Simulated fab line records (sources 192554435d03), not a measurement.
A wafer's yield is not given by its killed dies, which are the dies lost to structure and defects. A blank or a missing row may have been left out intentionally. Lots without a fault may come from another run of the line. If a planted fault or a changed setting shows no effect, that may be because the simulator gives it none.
Which tool is to blame? || flow n5Finfet || 24 wafers from 8 lots sampled at 4 of the route's 1938 steps

## WHAT EACH GAUGE READ, for each wafer
N5_BEOL_M3_OCD_MEAS_38.
{"lot": "L132", "measured": "day 7 20:51", "on": "ocd-02", "trenchDepthNm (nm)": "55.8 56.4 57.0"}
{"lot": "L133", "measured": "day 7 21:30", "on": "ocd-01", "trenchDepthNm (nm)": "54.5 55.4 56.2"}
{"lot": "L140", "measured": "day 10 04:14", "on": "ocd-02", "trenchDepthNm (nm)": "37.7 55.8 56.0"}
{"lot": "L141", "measured": "day 10 18:43", "on": "ocd-01", "trenchDepthNm (nm)": "38.2 57.2 55.9"}
{"lot": "L149", "measured": "day 12 06:57", "on": "ocd-01", "trenchDepthNm (nm)": "57.4 56.1 56.0"}
{"lot": "L150", "measured": "day 12 11:11", "on": "ocd-01", "trenchDepthNm (nm)": "55.2 54.7 55.3"}
{"lot": "L151", "measured": "day 13 02:20", "on": "ocd-01", "trenchDepthNm (nm)": "54.5 56.2 54.8"}
{"lot": "L152", "measured": "day 13 12:31", "on": "ocd-02", "trenchDepthNm (nm)": "56.7 56.5 56.7"}

## EACH LOT AND THE TOOL THAT RAN IT (in order: tool; ch and the chambers of the sampled wafers; start)
{"lot": "L132", "N5_BEOL_M3_DESCUM_33": "rieDiel-06 ch 1,2,3, day 7 19:07", "N5_BEOL_M3_ETCHBACK_99": "rieDiel-06 ch 0,2,3, day 7 20:28", "N5_BEOL_M3_TRENCH_ETCH_37": "rieDiel-06 ch 0,2,3, day 7 20:41"}
{"lot": "L133", "N5_BEOL_M3_DESCUM_33": "rieDiel-03 ch 0,2,3, day 7 20:48", "N5_BEOL_M3_ETCHBACK_99": "rieDiel-06 ch 1,2,3, day 7 21:06", "N5_BEOL_M3_TRENCH_ETCH_37": "rieDiel-06 ch 1,2,3, day 7 21:20"}
{"lot": "L140", "N5_BEOL_M3_DESCUM_33": "rieDiel-06 ch 0,2,3, day 10 03:35", "N5_BEOL_M3_ETCHBACK_99": "rieDiel-06 ch 0,2, day 10 03:50", "N5_BEOL_M3_TRENCH_ETCH_37": "rieDiel-06 ch 0,2, day 10 04:04"}
{"lot": "L141", "N5_BEOL_M3_DESCUM_33": "rieDiel-03 ch 0,1,2, day 10 06:44", "N5_BEOL_M3_ETCHBACK_99": "rieDiel-06 ch 0,2,3, day 10 18:19", "N5_BEOL_M3_TRENCH_ETCH_37": "rieDiel-06 ch 0,2,3, day 10 18:34"}
{"lot": "L149", "N5_BEOL_M3_DESCUM_33": "rieDiel-01 ch 0,2,3, day 12 00:49", "N5_BEOL_M3_ETCHBACK_99": "rieDiel-01 ch 0,2,3, day 12 06:34", "N5_BEOL_M3_TRENCH_ETCH_37": "rieDiel-01 ch 0,2,3, day 12 06:47"}
{"lot": "L150", "N5_BEOL_M3_DESCUM_33": "rieDiel-01 ch 0,1,2, day 12 01:19", "N5_BEOL_M3_ETCHBACK_99": "rieDiel-03 ch 0,1,3, day 12 10:47", "N5_BEOL_M3_TRENCH_ETCH_37": "rieDiel-03 ch 0,1,3, day 12 11:02"}
{"lot": "L151", "N5_BEOL_M3_DESCUM_33": "rieDiel-01 ch 0,3, day 13 01:22", "N5_BEOL_M3_ETCHBACK_99": "rieDiel-03 ch 0,1,3, day 13 01:56", "N5_BEOL_M3_TRENCH_ETCH_37": "rieDiel-03 ch 0,1,3, day 13 02:11"}
{"lot": "L152", "N5_BEOL_M3_DESCUM_33": "rieDiel-03 ch 0,3, day 13 02:59", "N5_BEOL_M3_ETCHBACK_99": "rieDiel-01 ch 0,3, day 13 12:08", "N5_BEOL_M3_TRENCH_ETCH_37": "rieDiel-01 ch 0,3, day 13 12:22"}
- N5_BEOL_M3_DESCUM_33: chemistry O2, time 7 s.
- N5_BEOL_M3_ETCHBACK_99: etches SiO2 in CHF3, target depth 5 nm, time 10.4 s.
- N5_BEOL_M3_TRENCH_ETCH_37: etches SiOC in C4F6/O2, target depth 55.555 nm, time 29.2 s.

## THE ANSWER, worked out from the rows above alone
Rule: usual is defined by the lots themselves. Put in order of their means at a reading, lots are off if they are a third of the lots or fewer, leave a main group of 4 or more, and stand apart from it by a gap of 3 or more times the standard deviation of the main group's means; of several such gaps the widest counts. Not used: any main group whose means are identical at the precision the tables above print for the reading. Also off: a lot with no number at a reading for which 4 or more lots have one. All remaining lots with rows at the step are treated as sound.
Off at N5_BEOL_M3_OCD_MEAS_38 (trenchDepthNm): L140, L141. For the main group the mean is 55.9 nm and the standard deviation 0.66.
If a tool, at a process step before that reading, ran all the lots that are off and no sound lot after the first of them, it fits. Gauges at N5_BEOL_M3_OCD_MEAS_38: tried the same way as those tools. One fits: N5_BEOL_M3_ETCHBACK_99 and N5_BEOL_M3_TRENCH_ETCH_37 on rieDiel-06. At N5_BEOL_M3_ETCHBACK_99 its last sound lot is L133 (day 7 21:06), its first lot that is off L140 (day 10 03:50): a fault that began between those two fits.

## WHAT WAS PUT IN BY THE SIMULATOR
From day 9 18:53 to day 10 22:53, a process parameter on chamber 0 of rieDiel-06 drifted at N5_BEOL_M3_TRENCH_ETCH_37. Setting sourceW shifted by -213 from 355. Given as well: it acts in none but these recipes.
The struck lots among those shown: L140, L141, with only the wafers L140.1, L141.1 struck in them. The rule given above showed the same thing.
